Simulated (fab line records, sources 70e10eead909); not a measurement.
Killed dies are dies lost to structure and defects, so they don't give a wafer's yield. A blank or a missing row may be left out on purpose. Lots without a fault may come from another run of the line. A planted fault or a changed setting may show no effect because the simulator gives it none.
Problem report in the 8D (eight disciplines) form, filled by code | flow nand_harc | the parts of the form that need people (team, actions taken, sign-off) are left out

1. THE PROBLEM
rf_fwd_power_W at NHARC_P_M0_DEP_00 reads a mean of 695.2 W on 2 wafers of 2 lots; wafers without a fault read 599.0 W with a standard deviation of 1.9. That is +51 standard deviations from the usual mean.
The step: deposits SiOC, target thk 150 nm.
First seen on wafer L637.2, day 10 08:46, on pecvd-04. The record holds 36 wafers of 12 lots with a number at this step. Rule for "out", or "out of limits": more than 4 standard deviations from the usual mean. The other wafers with a number count as sound.

2. WHAT IT IS AND WHAT IT IS NOT
question                    | is                               | is not
which readings at this step | rf_fwd_power_W, showerhead_vpp_V | -
which lots                  | L637, L639                       | L628, L631, L632, L641, L643, L644, L646, L647, L648, L649
which wafers of those lots  | L637.2, L639.2                   | L637.4, L637.5, L639.3, L639.6
read on which tools         | pecvd-04                         | pecvd-01, pecvd-02
when                        | from day 10 08:46                | up to then (11 sound wafers); but 23 sound wafers of L639, L641, L643, L644, L646, L647, L648, L649 came after

3. SUSPECTS, AND WHAT RULES EACH OUT
Counting: a tool at a process step up to the reading stays a suspect if it ran every lot that is out. Sound lots after the first of them don't rule it out here, since some wafers of a struck lot are sound.
- cvd_w-02 at NHARC_P_CONTACT_CVD_23 (deposits W, target thk 200 nm, time 557 s): kept. It ran every lot that is out, first L637 (day 10 08:46); its last sound lot up to then is L628 (day 6 03:38). NHARC_P_CONTACT_CVD_23 gives no start for some lots, so the hours and the order of its lots are those of NHARC_P_M0_DEP_00.
- pecvd-04 at NHARC_P_M0_DEP_00 (deposits SiOC, target thk 150 nm): kept. It ran every lot that is out, first L637 (day 10 08:46); its last sound lot up to then is L632 (day 8 02:10). Its own readings are out on those wafers: rf_fwd_power_W, showerhead_vpp_V.
- Within pecvd-04 at NHARC_P_M0_DEP_00: the wafers that are out ran in chamber 1; their sound lot-mates ran in chambers 0, 2.
Left after counting: cvd_w-02 at NHARC_P_CONTACT_CVD_23, pecvd-04 at NHARC_P_M0_DEP_00.

4. THE CAUSE (what the simulator had put in)
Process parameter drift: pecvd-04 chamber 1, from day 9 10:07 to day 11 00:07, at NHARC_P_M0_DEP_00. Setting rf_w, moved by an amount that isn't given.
Counting left 2 suspects, and this tool is among them.

5. THE CHAIN OF EFFECTS, in route order
Each row: a reading whose mean over the struck wafers that have a number lies more than 3 standard deviations from the usual. Only readings for which the record gives a usual standard deviation are gone through. hours: the time from each lot's start at the first step in this table that gives one to its start at this step, as a median over the lots. sigmas: the change in usual standard deviations.
hours | step              | reading          | usual   | on struck wafers | change | sigmas
0     | NHARC_P_M0_DEP_00 | rf_fwd_power_W   | 599.0 W | 695.2            | +96.2  | +51
0     | NHARC_P_M0_DEP_00 | showerhead_vpp_V | 1482 V  | 1714             | +232   | +4.2
The process steps in it:
- NHARC_P_M0_DEP_00: deposits SiOC, target thk 150 nm.
Later measuring or inspecting steps at which every struck wafer that the step has a row for has a number for every such reading, and none has moved that far: NHARC_END_SORT_01.

6. WHAT WOULD HAVE CAUGHT IT SOONER
In this record the first reading out of limits was taken at day 10 08:46, 23 hours after the fault began at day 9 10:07.
